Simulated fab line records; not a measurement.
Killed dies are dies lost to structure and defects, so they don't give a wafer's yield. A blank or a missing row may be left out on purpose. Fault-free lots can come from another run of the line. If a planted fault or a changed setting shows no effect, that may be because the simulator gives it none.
fab line records	flow n5_finfet
[record] lots = 6	wafers = 18	last_day = 18
route steps=1938 shown SDB@348 BEOL_M4@1111 PASSIVATION@1936
lots that met no fault: from a run of the same line without faults
start_h: hours from the record's opening day to when the first of the lot's shown wafers began	wait_h: time in hours since the lot's previous step	" repeats the value in the row above	L1.1+2: several wafers, shown together as one row	- no value, or no start was given	* or withheld: withheld	< > ~ a bound
route shown NAME@n: NAME is a module with steps in the file, n the number in the route of the first one	usual: mean/standard deviation taken from wafers without a fault	same: alike in all rows	chamber/n: place in a boat	sites: the reading at each site	_std_site: standard deviation of those values	_edge_site: inner sites' mean taken away from outer sites' mean	radius_mm: how far each site lies from the wafer's centre	mask NAME#n: copy n	behind: the last tool/chamber to shape the wafer	hold: why the lot went on hold/how many hours it stayed there/how the hold came to an end	device: the n, p or np transistor that did not switch	end of line: the same wafers' tests at the end of the route	for a step that has no rows: nothing shown but its recipe	killed: count of dies lost to structure and defects at first sort (not the wafer's yield)	map: the dies of a wafer, with x for killed, . for not killed, _ for no die there
set.NAME: the run value of the setting; set.NAME@STEP: its run value at that earlier step	model.NAME: the simulator's own value behind a step, which no gauge read
lots seen at some steps along the route; tables by step, rows by wafer
services: when a tool's chamber went out of use (start_h, in hours from the record's first day, below 0 if earlier), for how many hours, and the reason
[[steps]]
[step N5_SDB_COAT_03]
[recipe] resist = SOC	temp_c = 250	time_s = 60	spin_rpm = 1500	resist_thk_nm = 100
[step N5_SDB_COAT_04]
[recipe] resist = SiARC	temp_c = 220	time_s = 60	spin_rpm = 1500	resist_thk_nm = 18
[step N5_SDB_COAT_05]
[recipe] resist = CAR-ArF	spin_rpm = 1500	resist_thk_nm = 90
[step N5_SDB_EBR_07]
[recipe] solvent = PGMEA	ebr_width_mm = 1.5
[step N5_SDB_SOFTBAKE_06]
[recipe] temp_c = 110	time_s = 60	resist = CAR-ArF
[step N5_SDB_EXPOSE_08]
[recipe] mask_id = SDB	na = 1.35	source_shape = conventional	sigma_outer = 0.5	polarization = unpolarized	dose_mj = 49.6
[step N5_SDB_PEB_09]
[recipe] peb_temp_c = withheld	peb_time_s = 60	resist = CAR-ArF
[step N5_SDB_DEVELOP_10]
[recipe] develop_time_s = 30	developer = TMAH	resist = CAR-ArF	rinse_liquid = diw	dry = air_spin	dev_temp_c = 23
[step N5_SDB_CD_MEAS_11]
[recipe] target_cd_nm = 50	landing_energy_ev = 500	detector = se_inlens	polarity = opening
[usual] cd_nm = 50.9/1.3
lot.wafer	tool	chamber	start_h	wait_h	cd_nm
L721.1	cd_sem-01	0	73.03	-	54.2
L721.2	"	0	"	"	53.1
L721.5	"	0	"	"	52.3
L722.1	cd_sem-01	0	79.31	-	51.8
L722.2	"	0	"	"	52.9
L722.6	"	0	"	"	52.7
L730.1	cd_sem-03	0	131.26	-	52.2
L730.3	"	0	"	"	52.8
L730.6	"	0	"	"	52.6
L731.2	cd_sem-03	0	131.95	-	51.7
L731.4	"	0	"	"	51.5
L731.5	"	0	"	"	50.3
L732.2	cd_sem-01	0	142.05	-	51.9
L732.5	"	0	"	"	53.0
L732.6	"	0	"	"	51.5
L742.1	cd_sem-03	0	198.10	-	51.2
L742.5	"	0	"	"	50.5
L742.6	"	0	"	"	50.5
[step N5_SDB_OVL_MEAS_12]
[recipe] points_per_wafer = 44
[usual] SDB_OVL = -0.2/0.71
lot.wafer	tool	chamber	start_h	wait_h	SDB_OVL[nm]
L721.1	overlay-01	0	73.06	0.0	1.1
L721.2	"	0	"	"	0.1
L721.5	"	0	"	"	0.9
L722.1	overlay-02	0	79.34	0.0	-1.2
L722.2	"	0	"	"	-1.5
L722.6	"	0	"	"	-0.6
L730.1	overlay-01	0	131.29	0.0	-0.7
L730.3	"	0	"	"	-0.6
L730.6	"	0	"	"	-0.1
L731.2	overlay-01	0	131.98	0.0	-0.3
L731.4	"	0	"	"	0.2
L731.5	"	0	"	"	-0.3
L732.2	overlay-01	0	142.08	0.0	1.0
L732.5	"	0	"	"	0.0
L732.6	"	0	"	"	0.4
L742.1	overlay-02	0	198.13	0.0	-1.0
L742.5	"	0	"	"	-1.2
L742.6	"	0	"	"	-1.3
[step N5_SDB_INSPECT_13]
[recipe] mode = adi	inspect_instrument = brightfield
[usual] raw_defect_count = 93/47
lot.wafer	tool	chamber	start_h	wait_h	raw_defect_count
L721.1	defect_inspect-01	-	73.08	0.0	187
L721.2	"	-	"	"	60
L721.5	"	-	"	"	55
L722.1	defect_inspect-02	-	79.37	0.0	104
L722.2	"	-	"	"	39
L722.6	"	-	"	"	122
L730.1	defect_inspect-02	-	131.31	0.0	90
L730.3	"	-	"	"	71
L730.6	"	-	"	"	78
L731.2	defect_inspect-01	-	132.00	0.0	68
L731.4	"	-	"	"	69
L731.5	"	-	"	"	49
L732.2	defect_inspect-02	-	142.11	0.0	131
L732.5	"	-	"	"	92
L732.6	"	-	"	"	170
L742.1	defect_inspect-01	-	198.15	0.0	184
L742.5	"	-	"	"	60
L742.6	"	-	"	"	93
[step N5_SDB_DESCUM_16]
[recipe] chemistry = O2	time_s = 7.9	source_power_w = 50	bias_power_w = 20	pressure_mtorr = 20	rf_frequency_hz = 2.712e+07	temp_c = 40	resist = CAR-ArF	o2_flow_sccm = 225
[usual] drypump_motor_current_A = 5.5/0.42	oes_product_au = 0.79/0.096	rf_vpp_V = 243.3/1.5	showerhead_plenum_p_Torr = 2.12/0.079	throttle_valve_pct = 20.5/0.31
lot.wafer	tool	chamber	start_h	wait_h	drypump_motor_current_A	oes_product_au	rf_hours_counter_h	rf_vpp_V	showerhead_plenum_p_Torr	throttle_valve_pct
L721.1	rie_diel-01	3	73.12	0.0	5.6	0.82	67	243.8	2.13	20.2
L721.2	"	2	"	"	5.9	0.72	221	241.8	2.02	21.1
L721.5	"	0	"	"	5.8	0.68	-	245.9	2.16	20.9
L722.1	rie_diel-01	1	79.40	0.0	5.1	0.71	184	245.3	2.17	20.8
L722.2	"	3	"	"	5.6	0.80	69	244.8	2.13	20.2
L722.6	"	3	"	"	5.6	0.82	-	242.7	2.13	20.2
L730.1	rie_diel-03	0	131.87	0.6	5.5	0.74	168	241.6	1.99	20.8
L730.3	"	1	"	"	5.0	0.68	242	242.7	1.95	20.4
L730.6	"	0	"	"	5.5	0.74	-	241.4	1.99	20.8
L731.2	rie_diel-01	0	132.20	0.2	5.8	0.67	247	243.9	2.15	20.9
L731.4	"	3	"	"	5.6	0.79	89	243.3	2.13	20.2
L731.5	"	0	"	"	5.7	0.66	-	244.6	2.15	20.9
L732.2	rie_diel-01	3	142.14	0.0	5.6	0.78	93	243.7	2.12	20.2
L732.5	"	1	"	"	5.0	0.70	-	244.4	2.16	20.8
L732.6	"	3	"	"	5.6	0.78	-	242.2	2.12	20.3
L742.1	rie_diel-03	1	198.19	0.0	5.0	0.95	5	246.0	2.21	20.2
L742.5	"	3	"	"	5.4	0.78	-	244.8	2.20	20.4
L742.6	"	0	"	"	5.5	0.73	-	242.5	1.98	20.8
[step N5_SDB_ETCH_17]
[recipe] chemistry = CF4	target = SiARC	target_depth_a = 234	mask_material = CAR-ArF	time_s = 39	ion_energy_ev = 80	pressure_mtorr = 40	source_w = 545	bias_w = 36	Ar_flow_sccm = 100	cf4_flow_sccm = 100	ends = cleared
[usual] cf4_flow_sccm = 100.00/0.27	drypump_motor_current_A = 5.5/0.42	etch_rf_on_time_s = 39.1/1.2	oes_product_au = 0.68/0.082	rf_vpp_V = 184.2/1.3	showerhead_plenum_p_Torr = 2.16/0.079	throttle_valve_pct = 15.64/0.29
lot.wafer	tool	chamber	start_h	wait_h	cf4_flow_sccm	drypump_motor_current_A	etch_rf_on_time_s	oes_product_au	rf_hours_counter_h	rf_vpp_V	showerhead_plenum_p_Torr	throttle_valve_pct
L721.1	rie_diel-01	3	73.15	0.0	99.94	5.6	39.4	0.70	67	183.3	2.16	15.28
L721.2	"	2	"	"	100.18	5.9	38.6	0.62	221	184.4	2.04	16.05
L721.5	"	0	"	"	100.03	5.8	41.2	0.58	-	184.1	2.21	15.95
L722.1	rie_diel-01	1	79.44	0.0	100.29	5.0	38.6	0.62	184	186.3	2.22	15.94
L722.2	"	3	"	"	99.97	5.6	39.9	0.70	69	184.6	2.16	15.28
L722.6	"	3	"	"	99.65	5.6	39.4	0.70	-	184.3	2.16	15.28
L730.1	rie_diel-03	0	131.90	0.0	99.75	5.5	39.7	0.63	168	182.3	2.05	15.97
L730.3	"	1	"	"	100.19	5.0	38.3	0.60	242	183.0	2.03	15.91
L730.6	"	0	"	"	99.84	5.5	39.9	0.62	-	183.9	2.05	15.99
L731.2	rie_diel-01	0	132.23	0.0	99.91	5.8	30.6	0.66	247	185.9	2.20	16.01
L731.4	"	3	"	"	99.67	5.6	29.7	0.81	89	185.5	2.15	15.33
L731.5	"	0	"	"	100.03	5.8	30.9	0.65	-	182.8	2.20	16.01
L732.2	rie_diel-01	3	142.18	0.0	100.06	5.6	29.9	0.80	93	183.2	2.15	15.32
L732.5	"	1	"	"	99.94	5.0	28.8	0.73	-	184.0	2.22	15.96
L732.6	"	3	"	"	100.07	5.6	39.9	0.68	-	185.3	2.15	15.32
L742.1	rie_diel-03	1	198.22	0.0	100.02	5.0	36.7	0.83	5	186.0	2.28	15.45
L742.5	"	3	"	"	100.01	5.5	41.5	0.67	-	184.9	2.24	15.53
L742.6	"	0	"	"	99.86	5.5	40.0	0.61	-	182.5	2.05	16.03
[step N5_SDB_ETCH_18]
[recipe] chemistry = N2/H2	target = SOC	target_depth_a = 1000	overetch_a = 200	mask_material = SiARC	temp_c = 40	time_s = 150	ion_energy_ev = 200	pressure_mtorr = 30	source_w = 840	bias_w = 150	n2_flow_sccm = 200	h2_flow_sccm = 200
[usual] drypump_motor_current_A = 5.5/0.42	oes_product_au = 0.71/0.08	rf_vpp_V = 524.3/2.8	showerhead_plenum_p_Torr = 2.55/0.1	throttle_valve_pct = 17.8/0.39
lot.wafer	tool	chamber	start_h	wait_h	drypump_motor_current_A	oes_product_au	rf_hours_counter_h	rf_vpp_V	showerhead_plenum_p_Torr	throttle_valve_pct
L721.1	rie_diel-01	3	73.19	0.0	5.6	0.74	67	523.6	2.57	17.4
L721.2	"	2	"	"	5.9	0.64	221	519.4	2.39	18.1
L721.5	"	0	"	"	5.8	0.62	-	525.9	2.61	18.2
L722.1	rie_diel-01	1	79.47	0.0	5.0	0.64	184	527.2	2.65	18.4
L722.2	"	3	"	"	5.6	0.73	69	526.1	2.57	17.4
L722.6	"	3	"	"	5.6	0.74	-	524.0	2.57	17.4
L730.1	rie_diel-03	0	131.94	0.0	5.5	0.66	168	520.0	2.43	18.4
L730.3	"	1	"	"	5.0	0.62	242	517.6	2.41	18.1
L730.6	"	0	"	"	5.5	0.66	-	522.6	2.43	18.4
L731.2	rie_diel-01	0	132.27	0.0	5.8	0.61	247	526.2	2.60	18.2
L731.4	"	3	"	"	5.6	0.72	89	525.9	2.56	17.4
L731.5	"	0	"	"	5.8	0.60	-	525.3	2.60	18.3
L732.2	rie_diel-01	3	142.21	0.0	5.6	0.71	93	524.6	2.56	17.4
L732.5	"	1	"	"	5.0	0.63	-	525.5	2.64	18.4
L732.6	"	3	"	"	5.6	0.71	-	525.4	2.56	17.4
L742.1	rie_diel-03	1	198.26	0.0	4.9	0.84	5	527.4	2.73	17.7
L742.5	"	3	"	"	5.4	0.73	-	528.4	2.65	17.5
L742.6	"	0	"	"	5.5	0.65	-	521.1	2.42	18.4
[step N5_BEOL_M4_RC_MEAS_101]
[usual] DIBL_N = 37.5/2.5	DIBL_P = 38/3.1	IOFF_N = 0.19/0.059	IOFF_P = 0.24/0.061	ION_N = 679/16	ION_P = 465/9.8	SS_N = 72.0/0.8	SS_P = 73.7/0.86	VT_N = 248/4.5	VT_P = -249/3.5
lot.wafer	tool	chamber	start_h	wait_h	DIBL_N[mV/V]	DIBL_P[mV/V]	IOFF_N[nA/um]	IOFF_P[nA/um]	ION_N[uA/um]	ION_P[uA/um]	SS_N[mV/dec]	SS_P[mV/dec]	VT_N[mV]	VT_P[mV]
L721.1	prober-02	0	169.76	0.0	37.1	39	0.19	0.25	682	466	71.6	73.0	248	-248
L721.2	"	0	"	"	33.9	35	0.13	0.19	666	461	71.2	72.9	255	-249
L721.5	"	0	"	"	38.0	40	0.21	0.28	687	466	72.3	73.5	247	-247
L722.1	prober-02	0	179.55	0.0	39.0	40	0.19	0.24	681	469	71.7	74.0	251	-251
L722.2	"	0	"	"	42.0	44	0.26	0.30	672	455	72.5	75.3	245	-248
L722.6	"	0	"	"	36.8	39	0.15	0.21	665	455	71.2	74.0	254	-252
L730.1	prober-01	0	251.41	0.0	34.7	36	0.16	0.24	683	473	71.0	73.0	247	-246
L730.3	"	0	"	"	38.7	41	0.25	0.35	710	487	72.4	74.7	241	-242
L730.6	"	0	"	"	34.1	35	0.15	0.22	683	476	71.6	73.2	248	-249
L731.2	prober-02	0	252.21	0.2	41.4	44	0.33	0.39	689	473	73.4	75.0	238	-242
L731.4	"	0	"	"	39.5	39	0.23	0.26	687	466	72.6	72.7	246	-245
L731.5	"	0	"	"	39.4	41	0.23	0.28	679	467	72.1	73.8	243	-246
L732.2	prober-02	0	253.39	0.2	37.7	38	0.20	0.22	663	450	71.7	73.8	244	-250
L732.5	"	0	"	"	35.4	35	0.16	0.18	665	454	72.1	73.3	249	-255
L732.6	"	0	"	"	36.9	36	0.17	0.19	658	445	71.6	73.3	250	-253
L742.1	prober-02	0	311.96	0.0	37.4	39	0.18	0.22	683	461	72.1	73.8	248	-250
L742.5	"	0	"	"	33.9	35	0.13	0.18	666	458	71.2	73.1	251	-252
L742.6	"	0	"	"	38.7	41	0.22	0.27	686	469	72.9	74.3	249	-248
[step N5_PASSIVATION_PROBE_49]
[usual] defect_limited_yield = 91.0/1.4	killed_at_M0_to_M3 = 35/10	killed_at_M4_up = 14/5.5	killed_at_contacts = 13/5.6	killed_at_front_end = 41/11	killed_at_other = 4/3.4	killed_dies = 106/16	killed_on_rim = 13/4	killed_open = 68/12	killed_short = 35/7.3	sort_bin_4_leakage = 0.3/2.1	sort_bin_5_function = 5.3/0.89	sort_bin_6_memory = 3.4/0.67	sort_bin_8_speed = 0.01/0.11	sort_n_pass = 1070/28	sort_yield_pct = 90.7/2.4
[same] gross_dies = 1180	killed_at_back_side = 0
lot.wafer	tool	chamber	start_h	wait_h	defect_limited_yield[%]	killed_at_M0_to_M3	killed_at_M4_up	killed_at_contacts	killed_at_front_end	killed_at_other	killed_dies	killed_on_rim	killed_open	killed_short	sort_bin_4_leakage[%]	sort_bin_5_function[%]	sort_bin_6_memory[%]	sort_bin_8_speed[%]	sort_n_pass	sort_yield_pct[%]
L721.1	prober-01	-	278.73	0.0	90.3	35	13	21	42	3	114	12	72	40	0	5.9	3.6	0	1066	90.3
L721.2	prober-01	-	278.78	0.1	91.7	36	8	8	39	7	98	17	70	27	0	4.2	4.2	0	1082	91.7
L721.5	prober-01	-	278.93	0.2	92.4	40	13	8	21	8	90	11	70	18	0	4.6	2.6	0	1090	92.4
L722.1	prober-01	-	303.40	0.0	89.4	46	9	13	56	1	125	12	89	29	0	6.7	3.1	0	1055	89.4
L722.2	prober-01	-	303.45	0.1	92.2	30	11	18	32	1	92	18	61	25	0.1	4.2	3.0	0	1087	92.1
L722.6	prober-01	-	303.65	0.3	90.1	37	9	28	43	0	117	19	81	32	0	6.2	3.3	0	1063	90.1
L731.2	prober-02	-	355.33	0.1	91.0	47	16	3	36	4	106	11	70	36	1.5	5.3	3.4	0	1056	89.5
L731.4	prober-02	-	355.43	0.2	90.4	46	17	11	39	0	113	11	77	35	0	5.3	4.0	0	1067	90.4
L731.5	prober-02	-	355.48	0.2	93.1	29	17	7	29	0	82	7	55	26	0	3.6	3.0	0	1098	93.1
L730.1	prober-02	-	372.00	0.0	90.3	29	31	11	38	5	114	11	72	32	0	6.3	3.0	0	1066	90.3
L730.3	prober-02	-	372.10	0.1	92.5	15	34	12	24	3	88	10	62	25	0	4.6	2.8	0	1092	92.5
L730.6	prober-02	-	372.25	0.3	90.4	45	24	17	25	2	113	17	68	41	0	5.9	3.2	0	1067	90.4
L742.1	prober-01	-	424.41	0.0	90.0	39	10	16	47	6	118	19	76	36	0	5.9	3.6	0	1062	90.0
L742.5	prober-01	-	424.61	0.2	91.0	40	14	10	34	8	106	14	67	34	0	5.5	3.2	0	1074	91.0
L742.6	prober-01	-	424.66	0.3	91.2	35	18	15	34	2	104	9	69	31	0	5.3	3.0	0	1076	91.2
// killed by level:class
L721.1 MOL_CONTACT_COAG:geometric_particle:open=18 BEOL_M2:geometric_particle:open=11 GATE_CUT:geometric_particle:short=9 FIN_SAQP:geometric_particle:open=7 FIN_SAQP:geometric_particle:short=6 BEOL_M1:geometric_particle:open=6 STI_FIN_REVEAL:geometric_particle:open=4 GATE_CUT:geometric_particle:open=4
L721.2 FIN_SAQP:geometric_particle:open=11 BEOL_M1:geometric_particle:open=8 STI_FIN_REVEAL:geometric_particle:open=7 MOL_CONTACT_COAG:geometric_particle:open=7 BEOL_M0_SAQP:geometric_particle:open=7 GATE_CUT:geometric_particle:short=6 BEOL_M2:geometric_particle:open=5 GATE_CUT:geometric_particle:open=4
L721.5 BEOL_M3:geometric_particle:open=13 BEOL_M2:geometric_particle:open=9 MOL_CONTACT_COAG:geometric_particle:open=8 BEOL_M1:geometric_particle:open=7 BEOL_M5:geometric_particle:open=6 GATE_CUT:geometric_particle:short=5 GATE_CUT:geometric_particle:open=4 BEOL_M0:geometric_particle:open=4
L722.1 BEOL_M3:geometric_particle:open=17 STI_FIN_REVEAL:geometric_particle:open=16 BEOL_M2:geometric_particle:open=13 MOL_CONTACT_COAG:geometric_particle:open=9 DUMMY_GATE:geometric_particle:open=8 GATE_CUT:geometric_particle:short=8 HKMG_FIN:area_etch=7 BEOL_M0_SAQP:geometric_particle:open=5
L722.2 MOL_CONTACT_COAG:geometric_particle:open=14 BEOL_M3:geometric_particle:open=8 STI_FIN_REVEAL:geometric_particle:open=6 DUMMY_GATE:geometric_particle:open=5 BEOL_M0_SAQP:geometric_particle:open=5 BEOL_M2:geometric_particle:open=5 GATE_CUT:geometric_particle:short=4 MOL_CONTACT_COAG:geometric_particle:short=4
L722.6 MOL_CONTACT_COAG:geometric_particle:open=25 STI_FIN_REVEAL:geometric_particle:open=13 BEOL_M2:geometric_particle:open=10 BEOL_M2:geometric_particle:short=6 FIN_SAQP:geometric_particle:open=5 FIN_SAQP:geometric_particle:short=5 BEOL_M3:geometric_particle:open=5 BEOL_M0_SAQP:geometric_particle:open=5
L731.2 BEOL_M3:geometric_particle:open=13 BEOL_M0_SAQP:geometric_particle:short=11 FIN_SAQP:geometric_particle:short=8 STI_FIN_REVEAL:geometric_particle:open=8 FIN_SAQP:geometric_particle:open=7 BEOL_M0_SAQP:geometric_particle:open=6 BEOL_M1:geometric_particle:open=6 BEOL_M4:geometric_particle:open=5
L731.4 BEOL_M3:geometric_particle:open=14 FIN_SAQP:geometric_particle:open=11 MOL_CONTACT_COAG:geometric_particle:open=10 BEOL_M0_SAQP:geometric_particle:short=7 BEOL_M4:geometric_particle:open=7 BEOL_M2:geometric_particle:open=6 BEOL_M0_SAQP:geometric_particle:open=5 BEOL_M0:geometric_particle:short=5
L731.5 BEOL_M3:geometric_particle:open=9 FIN_SAQP:geometric_particle:open=6 BEOL_M4:geometric_particle:open=6 DUMMY_GATE:geometric_particle:open=5 MOL_CONTACT_COAG:geometric_particle:open=5 BEOL_M2:geometric_particle:open=5 FIN_SAQP:geometric_particle:short=3 BEOL_M0_SAQP:geometric_particle:short=3
L730.1 BEOL_M4:geometric_particle:open=13 FIN_SAQP:geometric_particle:short=8 DUMMY_GATE:geometric_particle:open=8 MOL_CONTACT_COAG:geometric_particle:open=7 BEOL_M0_SAQP:geometric_particle:open=6 STI_FIN_REVEAL:geometric_particle:open=5 ILD0:geometric_particle:short=5 BEOL_M1:geometric_particle:open=5
L730.3 BEOL_M4:geometric_particle:open=12 MOL_CONTACT_COAG:geometric_particle:open=10 DUMMY_GATE:geometric_particle:open=6 BEOL_M7:geometric_particle:open=6 BEOL_M8:geometric_particle:open=5 BEOL_M0_SAQP:geometric_particle:open=5 FIN_SAQP:geometric_particle:open=3 FIN_SAQP:geometric_particle:short=3
L730.6 BEOL_M4:geometric_particle:open=14 MOL_CONTACT_COAG:geometric_particle:open=12 BEOL_M0_SAQP:geometric_particle:short=12 BEOL_M1:geometric_particle:open=9 STI_FIN_REVEAL:geometric_particle:open=7 GATE_CUT:geometric_particle:short=6 MOL_CONTACT_COAG:geometric_particle:short=5 BEOL_M2:geometric_particle:open=5
L742.1 MOL_CONTACT_COAG:geometric_particle:open=13 BEOL_M3:geometric_particle:open=9 STI_FIN_REVEAL:geometric_particle:open=7 FIN_SAQP:geometric_particle:open=6 ILD0:geometric_particle:short=5 BEOL_M1:geometric_particle:open=5 FIN_SAQP:geometric_particle:short=4 DUMMY_GATE:geometric_particle:open=4
L742.5 BEOL_M3:geometric_particle:open=9 FIN_SAQP:geometric_particle:open=8 MOL_CONTACT_COAG:geometric_particle:open=8 BEOL_M0_SAQP:geometric_particle:open=7 BEOL_M1:geometric_particle:open=6 ILD0:geometric_particle:short=5 BEOL_M0_SAQP:geometric_particle:short=5 BEOL_M2:geometric_particle:open=5
L742.6 MOL_CONTACT_COAG:geometric_particle:open=13 BEOL_M3:geometric_particle:open=12 GATE_CUT:geometric_particle:open=7 GATE_CUT:geometric_particle:short=6 BEOL_M0_SAQP:geometric_particle:short=5 BEOL_M4:geometric_particle:open=5 STI_FIN_REVEAL:geometric_particle:open=4 ILD0:geometric_particle:open=4
[[services]]
tool	chamber	start_h	hours	kind
rie_diel-01	-	51.33	2.8	pm
rie_diel-03	-	57.49	2.8	pm
rie_diel-01	3	91.95	1.8	repair
rie_diel-03	3	102.94	20.2	repair
rie_diel-03	2	110.03	1.3	repair
rie_diel-03	-	114.49	14.6	pm
rie_diel-01	3	120.80	2.2	repair
rie_diel-01	1	123.00	5.2	repair
rie_diel-01	0	141.30	-	clean
rie_diel-01	0	141.30	-	consumable_replace:focus_ring
rie_diel-01	0	141.30	18.6	scheduled_down
rie_diel-01	0	141.30	18.6	vent_cycle
rie_diel-03	1	157.81	-	clean
rie_diel-03	1	157.81	-	consumable_replace:focus_ring
rie_diel-03	1	157.81	-	consumable_replace:showerhead
rie_diel-03	1	157.81	22.6	scheduled_down
rie_diel-03	1	157.81	22.6	vent_cycle
rie_diel-01	2	159.92	-	clean
rie_diel-01	2	159.92	-	consumable_replace:focus_ring
rie_diel-01	2	159.92	-	consumable_replace:showerhead
rie_diel-01	2	159.92	23.7	scheduled_down
rie_diel-01	2	159.92	23.7	vent_cycle
rie_diel-03	0	167.94	1.8	repair
[[key]]
[first_sign] step = N5_SDB_ETCH_17	reading = etch_rf_on_time_s	direction = down	sigmas = 7.8	usual = *	struck = *
effect none on later readings
met_at N5_SDB_ETCH_17
struck_wafers L731.2,L731.4,L731.5,L732.2,L732.5
onset_between 79.44 132.23
[fault] kind = process_parameter_drift	tool = rie_diel-01	chamber = -	onset_h = 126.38	steps = N5_SDB_ETCH_17	channel = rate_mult	offset = 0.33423	shape = step	end_h = 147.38	scope = struck_wafers_only
